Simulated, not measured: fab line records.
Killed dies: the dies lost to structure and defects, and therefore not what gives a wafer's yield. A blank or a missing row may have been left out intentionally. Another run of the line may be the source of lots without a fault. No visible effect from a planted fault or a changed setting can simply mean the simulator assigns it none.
fab line records | flow nandHarc
[record] lots = 10 wafers = 30 lastDay = 23
route steps=1159 shown P_M2@329
lots untouched by any fault: they come from a run of this same line in which no faults occurred
startH: hours from the record's opening day to when the first of the lot's shown wafers began | waitH: hours elapsed since this lot's preceding step | " identical to the entry in the row above | L1.1+2: one row covering several wafers at once | - no value, or no start was given | * or withheld: withheld | < > ~ a bound
route shown NAME@n: a module of which the file shows steps, and the number in the route of the first | usual: mean/standard deviation of fault-free wafers | same: alike in all rows | chamber/n: place in a boat | sites: per-site readings | _std_site: standard deviation of those values | _edge_site: mean of outer sites minus mean of inner sites | radiusMm: for every site, how far away it sits from the centre of the wafer | mask NAME#n: copy n | behind: the most recent tool/chamber to have shaped the wafer | hold: why the lot was held/for how many hours/how that ended | device: which transistor (n, p or np) failed to switch | end of line: tests of these same wafers at the route's end | a step with no rows: only its recipe | killed: the dies lost at the first sort to structure and to defects; this is not the yield of the wafer | map: shows each die of a wafer: x if killed, . if not, _ if none is there
set.NAME: setting as actually run; set.NAME@STEP: the setting as run at that earlier step | model.NAME: the simulator's own value behind a step, which no gauge read
a sample of lots followed through the steps of the route, with each step as a table and each wafer as a row
services: the hour from which a tool's chamber was out of use, counted from the record's first day as startH (under 0 if before that day), plus the number of hours and why
[[steps]]
[step NHARC_P_M2_OVL_MEAS_10]
[recipe] pitchNm = 340
[usual] overlayXNm = 0.0/0.79 overlayYNm = 0.1/0.78
// columns lot.wafer tool chamber startH waitH overlayXNm overlayYNm
L198.1 overlay-02 - 118.63 - -0.8 0.3
L198.5 " - " " -0.9 0.0
L198.6 " - " " -0.7 0.5
L200.4 overlay-01 - 140.99 - 0.5 0.2
L200.5 " - " " 0.1 0.0
L200.6 " - " " 0.5 0.1
L199.1 overlay-01 - 141.87 - 2.5 0.2
L199.3 " - " " 2.1 0.9
L199.6 " - " " 2.0 1.1
L202.1 overlay-01 - 143.40 - -0.7 -0.2
L202.5 " - " " -1.2 -1.4
L202.6 " - " " -0.9 -0.9
L201.1 overlay-02 - 147.29 - -0.4 1.1
L201.4 " - " " 0.5 0.8
L201.6 " - " " -0.3 0.7
L203.1 overlay-02 - 155.31 - -0.8 0.0
L203.2 " - " " -0.5 -0.3
L203.6 " - " " -0.2 -0.1
L206.1 overlay-01 - 171.68 - 0.1 0.2
L206.4 " - " " 0.5 0.2
L206.6 " - " " 0.2 -0.2
L209.1 overlay-02 - 202.76 - -0.2 2.5
L209.2 " - " " 0.0 2.1
L209.3 " - " " -0.3 2.4
L214.1 overlay-01 - 221.48 - -1.0 0.0
L214.3 " - " " -0.8 -0.3
L214.6 " - " " -0.5 -0.4
L215.4 overlay-01 - 224.69 - -1.0 1.5
L215.5 " - " " -0.6 1.5
L215.6 " - " " -0.5 1.1
[step NHARC_P_M2_ETCH_35]
[recipe] targetDepthA = 400 overetchA = 120 timeS = 43.94 ionEnergyEv = 200 n2FlowSccm = 150 h2FlowSccm = 150 arFlowSccm = 0 rfW = 400 biasW = 150 chemistry = N2/H2
[usual] drypumpMotorCurrentA = 5.7/0.47 oesProductAu = 1.006/0.017 rfVppV = 428.8/2.3 showerheadPlenumPTorr = 1.98/0.078 throttleValvePct = 14.171/0.0091
// columns lot.wafer tool chamber startH waitH drypumpMotorCurrentA oesProductAu rfHoursCounterH rfVppV showerheadPlenumPTorr throttleValvePct
L198.1 rieDiel-09 2 118.85 0.1 5.5 1.005 1 426.8 1.92 14.177
L198.6 " 0 " " 5.3 0.961 - 427.7 1.96 14.172
L198.5 " 1 " " 6.4 1.015 - 426.3 1.90 14.189
L200.5 rieDiel-09 2 141.21 0.1 5.5 1.003 - 426.6 1.92 14.167
L200.6 " 3 " " 5.7 1.015 - 429.0 1.98 14.161
L200.4 " 1 " " 6.5 1.008 - 425.4 1.90 14.162
L199.3 rieDiel-09 2 142.07 0.1 5.5 1.007 2 426.5 1.92 14.174
L199.1 " 1 " " 6.4 1.011 2 427.7 1.90 14.171
L199.6 " 2 " " 5.5 1.006 - 427.3 1.92 14.178
L202.1 rieDiel-09 1 143.61 0.1 6.4 1.000 2 425.6 1.90 14.175
L202.5 " 3 " " 5.7 1.028 - 429.4 1.98 14.164
L202.6 " 2 " " 5.5 0.997 - 427.5 1.92 14.157
L201.1 rieDiel-09 1 147.50 0.1 6.4 1.006 2 426.0 1.90 14.163
L201.6 " 3 " " 5.8 1.033 - 429.6 1.98 14.165
L201.4 " 2 " " 5.5 1.010 - 428.0 1.92 14.180
L203.1 rieDiel-04 3 155.49 0.1 5.4 1.002 9 434.1 2.16 14.156
L203.2 " 2 " " 5.8 1.009 10 432.2 2.11 14.185
L203.6 " 3 " " 5.4 1.002 - 434.6 2.16 14.158
L206.1 rieDiel-09 1 171.86 0.1 6.4 1.010 4 425.6 1.90 14.176
L206.4 " 2 " " 5.5 0.999 4 426.7 1.92 14.159
L206.6 " 2 " " 5.5 1.002 - 426.7 1.92 14.158
L209.3 rieDiel-04 3 202.95 0.1 5.4 1.002 19 433.8 2.15 14.157
L209.1 " 0 " " 5.9 1.026 19 430.1 2.02 14.181
L209.2 " 1 " " 5.1 0.992 19 428.5 2.04 14.173
L214.1 rieDiel-04 1 221.75 0.2 5.1 1.001 24 430.6 2.03 14.184
L214.3 " 3 " " 5.4 1.002 24 434.3 2.15 14.168
L214.6 " 0 " " 6.0 1.023 - 428.6 2.02 14.166
L215.4 rieDiel-09 1 224.88 0.1 6.4 1.012 5 428.0 1.90 14.157
L215.6 " 3 " " 5.8 1.017 - 428.2 1.98 14.181
L215.5 " 0 " " 5.3 0.971 - 428.2 1.96 14.174
[step NHARC_P_M2_ETCH_28]
[recipe] targetDepthA = 300 overEtchFrac = 0.3 timeS = 72.99 ionEnergyEv = 150 cf4FlowSccm = 50 n2FlowSccm = 100 arFlowSccm = 150 rfW = 300 biasW = 100 chemistry = CF4/N2
[usual] cf4FlowSccm = 49.98/0.14 drypumpMotorCurrentA = 5.7/0.44 oesProductAu = 1.006/0.016 rfVppV = 313.0/1.9 showerheadPlenumPTorr = 2.56/0.095 throttleValvePct = 19.793/0.0095
// columns lot.wafer tool chamber startH waitH cf4FlowSccm drypumpMotorCurrentA oesProductAu rfHoursCounterH rfVppV showerheadPlenumPTorr throttleValvePct
L198.1 rieDiel-07 1 119.39 - 49.93 4.9 1.007 24 315.3 2.70 19.787
L198.6 " 2 " " 49.86 6.6 1.016 - 314.3 2.61 19.798
L198.5 " 3 " " 49.85 5.1 0.993 - 315.0 2.67 19.797
L200.5 rieDiel-09 2 141.82 - 49.93 5.5 0.996 - 309.7 2.48 19.794
L200.6 " 3 " " 50.07 5.8 1.027 - 314.0 2.56 19.792
L200.4 " 1 " " 49.68 6.4 1.006 - 311.7 2.46 19.782
L199.1 rieDiel-09 2 142.69 - 49.71 5.5 1.012 2 310.7 2.48 19.815
L199.3 " 3 " " 49.92 5.8 1.028 2 313.9 2.56 19.772
L199.6 " 2 " " 49.94 5.4 1.013 - 310.0 2.48 19.813
L202.1 rieDiel-09 1 144.22 - 49.89 6.4 1.010 2 310.8 2.46 19.792
L202.5 " 1 " " 50.04 6.4 1.015 - 309.9 2.46 19.805
L202.6 " 2 " " 49.98 5.5 0.998 - 311.8 2.48 19.789
L201.1 rieDiel-09 1 148.13 - 50.01 6.5 1.008 2 310.0 2.46 19.805
L201.4 " 2 " " 49.92 5.5 1.009 - 310.9 2.48 19.792
L201.6 " 3 " " 50.09 5.8 1.020 - 311.5 2.56 19.801
L203.2 rieDiel-04 1 156.03 - 50.21 5.1 0.995 10 314.9 2.63 19.793
L203.1 " 2 " " 49.86 5.8 1.012 10 314.8 2.71 19.791
L203.6 " 1 " " 50.03 5.1 0.999 - 314.3 2.63 19.788
L206.1 rieDiel-09 2 172.40 - 50.00 5.5 1.008 4 311.6 2.48 19.791
L206.4 " 1 " " 50.07 6.3 1.017 4 311.8 2.46 19.796
L206.6 " 2 " " 49.97 5.4 1.019 - 312.1 2.48 19.792
L209.3 rieDiel-09 2 203.48 - 50.08 5.4 1.002 5 310.7 2.48 19.778
L209.1 " 0 " " 50.16 5.3 0.963 2 313.3 2.53 19.812
L209.2 " 1 " " 49.86 6.4 0.868 5 312.4 2.46 19.768
L214.3 rieDiel-04 2 222.32 - 50.04 5.9 1.012 23 315.4 2.71 19.806
L214.1 " 3 " " 49.79 5.4 1.000 24 314.6 2.76 19.797
L214.6 " 3 " " 49.65 5.4 1.009 - 315.0 2.76 19.783
L215.4 rieDiel-04 2 225.44 - 50.06 5.8 1.017 23 316.9 2.71 19.801
L215.5 " 3 " " 50.13 5.5 1.002 - 318.2 2.76 19.800
L215.6 " 0 " " 50.05 6.0 1.025 - 314.0 2.60 19.777
[step NHARC_P_M2_PVD_20]
[recipe] targetThkA = 50 biasV = 168.6 powerW = 15000 chamberPressurePa = 0.12 timeS = 8.06 substrateTempC = 50 material = TaN
[usual] cathodeDcPowerW = 15000/2.9 throttleValvePct = 30.2/0.85
// columns lot.wafer tool chamber startH waitH cathodeDcPowerW throttleValvePct
L198.1 pvdSputter-02 - - - 14999 30.7
L198.6 " - " " 15001 30.8
L198.5 " - " " 14994 28.9
L200.4 pvdSputter-03 - - - 14998 30.7
L200.5 " - " " 15000 31.5
L200.6 " - " " 14999 30.4
L199.3 pvdSputter-01 - - - 15003 30.2
L199.1 " - " " 15000 29.7
L199.6 " - " " 14999 29.9
L202.1 pvdSputter-02 - - - 14998 30.9
L202.5 " - " " 15003 30.5
L202.6 " - " " 15003 29.0
L201.4 pvdSputter-02 - - - 15003 30.9
L201.1 " - " " 14997 30.5
L201.6 " - " " 15003 29.0
L203.1 pvdSputter-03 - - - 14999 30.5
L203.2 " - " " 14999 28.3
L203.6 " - " " 15001 31.1
L206.1 pvdSputter-03 - - - 15002 30.3
L206.4 " - " " 15000 31.4
L206.6 " - " " 15000 31.0
L209.3 pvdSputter-03 - - - 14997 28.6
L209.2 " - " " 15000 30.4
L209.1 " - " " 15000 30.6
L214.1 pvdSputter-01 - - - 15001 29.7
L214.3 " - " " 14998 31.1
L214.6 " - " " 15004 31.0
L215.4 pvdSputter-01 - - - 14999 29.6
L215.5 " - " " 15007 29.7
L215.6 " - " " 14998 29.8
[[services]]
// columns tool chamber startH hours kind
rieDiel-09 1 100.84 5.4 repair
pvdSputter-03 - 102.00 10.0 pm
rieDiel-07 2 107.05 2.9 repair
rieDiel-09 0 110.60 - clean
rieDiel-09 1 110.60 - clean
rieDiel-09 2 110.60 - clean
rieDiel-09 3 110.60 - clean
rieDiel-04 - 111.91 9.0 pm
rieDiel-07 - 124.81 0.4 repair
rieDiel-07 - 134.69 0.1 repair
rieDiel-09 0 135.10 - clean
rieDiel-09 1 135.10 - clean
rieDiel-09 2 135.10 - clean
rieDiel-09 3 135.10 - clean
rieDiel-09 0 138.91 27.4 repair
pvdSputter-01 - 158.00 10.0 pm
rieDiel-09 1 165.45 4.5 repair
pvdSputter-01 - 175.58 8.5 repair
rieDiel-09 0 176.42 9.6 repair
rieDiel-04 2 178.98 4.3 repair
pvdSputter-03 - 184.24 3.6 repair
rieDiel-09 0 189.71 8.1 repair
pvdSputter-03 - 204.25 5.1 repair
pvdSputter-02 - 214.06 10.0 pm
[[key]]
[firstSign] step = NHARC_P_M2_ETCH_28 reading = oesProductAu direction = down sigmas = 8.6 usual = 1.006 struck = 0.868
effect none on later readings
metAt NHARC_P_M2_ETCH_28
struckLots L209
struckWafers L209.2
notActingAt NHARC_P_M2_OVL_MEAS_10,NHARC_P_M2_ETCH_35,NHARC_P_M2_PVD_20
onsetBetween 172.40 203.48
[fault] kind = processParameterDrift tool = rieDiel-09 chamber = - onsetH = 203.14 steps = NHARC_P_M2_ETCH_28 channel = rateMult offset = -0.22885 shape = step endH = 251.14 scope = struckWafersOnly
